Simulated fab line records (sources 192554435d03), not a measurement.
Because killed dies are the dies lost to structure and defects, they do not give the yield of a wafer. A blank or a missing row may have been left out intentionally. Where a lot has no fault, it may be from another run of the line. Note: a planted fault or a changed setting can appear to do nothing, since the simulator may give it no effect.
Which tool was responsible? :: flow n5_finfet :: Sampling: 10 lots, 30 wafers, 2 of 1938 route steps

== WHAT EACH GAUGE READ, for each wafer ==
N5_BEOL_M12_OCD_MEAS_35.
lot: L410
measured: day 11 22:11
on: ocd-02
trench_depth_nm (nm): 322 307 321

lot: L411
measured: day 12 02:17
on: ocd-01
trench_depth_nm (nm): 327 312 321

lot: L414
measured: day 13 05:22
on: ocd-02
trench_depth_nm (nm): 323 332 323

lot: L417
measured: day 13 10:23
on: ocd-02
trench_depth_nm (nm): 325 315 309

lot: L415
measured: day 13 14:22
on: ocd-01
trench_depth_nm (nm): 319 315 309

lot: L425
measured: day 15 10:24
on: ocd-02
trench_depth_nm (nm): 327 320 321

lot: L424
measured: day 15 21:21
on: ocd-01
trench_depth_nm (nm): 316 307 329

lot: L427
measured: day 16 09:19
on: ocd-01
trench_depth_nm (nm): 319 324 317

lot: L428
measured: day 16 09:47
on: ocd-02
trench_depth_nm (nm): 308 309 317

lot: L429
measured: day 17 03:30
on: ocd-01
trench_depth_nm (nm): 319 325 327

== WHAT TOOL EACH LOT RAN ON (gives the tool, then ch and the chambers of the sampled wafers, and finally the start) ==
lot: L410
N5_BEOL_M12_ETCH_67: rie_diel-05 ch 0,1, day 11 21:43

lot: L411
N5_BEOL_M12_ETCH_67: rie_diel-01 ch 0,1,3, day 12 01:48

lot: L414
N5_BEOL_M12_ETCH_67: rie_diel-05 ch 0,1, day 13 04:52

lot: L417
N5_BEOL_M12_ETCH_67: rie_diel-01 ch 1,2,3, day 13 09:55

lot: L415
N5_BEOL_M12_ETCH_67: rie_diel-06 ch 0,1,3, day 13 13:52

lot: L425
N5_BEOL_M12_ETCH_67: rie_diel-01 ch 0,3, day 15 09:55

lot: L424
N5_BEOL_M12_ETCH_67: rie_diel-01 ch 1,2,3, day 15 20:52

lot: L427
N5_BEOL_M12_ETCH_67: rie_diel-05 ch 0,1, day 16 08:49

lot: L428
N5_BEOL_M12_ETCH_67: rie_diel-01 ch 1,2, day 16 09:18

lot: L429
N5_BEOL_M12_ETCH_67: rie_diel-05 ch 0,2,3, day 17 02:22
- N5_BEOL_M12_ETCH_67: etches SiARC in CF4, target depth 143 nm, time 238.3 s.

== THE ANSWER, worked out from the rows above alone ==
Rule: usual is defined by the lots themselves. Put in order of their means at a reading, lots are off if they are a third of the lots or fewer, leave a main group of 4 or more, and stand apart from it by a gap of 3 or more times the standard deviation of the main group's means; of several such gaps the widest counts. Not used: any main group whose means are identical at the precision the tables above print for the reading. A lot without any number at a reading at which 4 lots or more have one is off too. Where the step has rows for the other lots, those lots are counted as sound.
Across all readings shown, no lot is off: no conclusion can be drawn from this.

== WHAT THE SIMULATOR HAD INSERTED ==
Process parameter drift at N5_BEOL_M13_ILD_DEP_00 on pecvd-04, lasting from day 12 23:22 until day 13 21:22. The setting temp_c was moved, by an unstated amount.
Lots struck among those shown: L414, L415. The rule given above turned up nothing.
